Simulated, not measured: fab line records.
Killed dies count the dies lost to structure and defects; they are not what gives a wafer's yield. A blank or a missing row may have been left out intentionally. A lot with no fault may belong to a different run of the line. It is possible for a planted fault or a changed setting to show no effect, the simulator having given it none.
Problem report in the 8D (eight disciplines) form, filled by code -- flow n5_finfet -- the parts of the form that need people (team, actions taken, sign-off) are left out

1. WHAT IS WRONG
Wafers without a fault read 125.0 s, standard deviation 0.5; run_length_s at N5_BEOL_M4_CO_CAP_55 reads a mean of 177.3 s on 4 wafers belonging to 3 lots. That is +99 or more standard deviations from the usual mean.
The step: material Co, precursor CCTBA/H2, target thk 2 nm, time 102.1 s.
First observed at day 12 10:59: wafer L235.5, on cvd_co-01. Wafers with a number at this step in the record: 18, from 7 lots. The rule behind "out" and "out of limits": a value lying over 4 standard deviations away from the usual mean. Any other wafer with a number is counted as sound.

2. WHAT IT IS, AND WHAT IT ISN'T
question,is,is not
which readings at this step,run_length_s,heater_power_w
which lots,"L233, L235, L236","L218, L224, L227, L228"
which wafers of those lots,"L233.5, L233.6, L235.5, L236.6","L235.4, L236.1"
read on which tools,cvd_co-01,cvd_co-02
when,from day 12 10:59,up to then (13 sound wafers); but 1 sound wafer of L236 came after

3. THE SUSPECTS, EACH WITH WHAT RULES IT OUT
Counting: if a tool at a process step up to the reading ran every lot that is out, it stays a suspect. Sound lots after the first of them don't rule it out here, since some wafers of a struck lot are sound.
- cvd_co-01 at N5_BEOL_M4_PRE_CLEAN_60 (time 15 s): kept. Ran every lot that is out, first one L235 (day 12 10:56); last sound lot up to then L228 (day 11 12:01).
- cvd_co-01 at N5_BEOL_M4_CO_CAP_55 (material Co, precursor CCTBA/H2, target thk 2 nm, time 102.1 s): kept. Ran every lot that is out, first one L235 (day 12 10:59); last sound lot up to then L228 (day 11 12:03). Its own run_length_s readings are out on those wafers.
The count leaves cvd_co-01 at N5_BEOL_M4_CO_CAP_55 and cvd_co-01 at N5_BEOL_M4_PRE_CLEAN_60.

4. THE CAUSE (what the simulator had put in)
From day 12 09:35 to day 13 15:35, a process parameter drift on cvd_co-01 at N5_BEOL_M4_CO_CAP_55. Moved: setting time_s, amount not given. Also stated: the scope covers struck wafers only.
2 suspects survive the count, and this tool is in that group.

5. THE EFFECT CHAIN, in route order
Rows list readings where the struck wafers' mean (over those with a number) sits beyond 3 standard deviations from the usual. Only readings whose record carries a usual standard deviation are examined. hours: median over the lots of the time between each lot's start at the first step of this table that gives one and its start at this step. sigmas: the change, counted in usual standard deviations.
hours,step,reading,usual,on struck wafers,change,sigmas
0,N5_BEOL_M4_CO_CAP_55,run_length_s,125.0 s,177.3,+52.3,+99 or more
Here are the process steps it includes:
- N5_BEOL_M4_CO_CAP_55: material Co, precursor CCTBA/H2, target thk 2 nm, time 102.1 s.
Later measuring or inspecting steps at which every struck wafer that the step has a row for has a number for every such reading, and none has moved that far: N5_BEOL_M4_RC_MEAS_101.

6. HOW IT WOULD HAVE BEEN CAUGHT EARLIER
In this record the first reading out of limits was taken at day 12 10:59, 1 hour after the fault began at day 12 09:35.
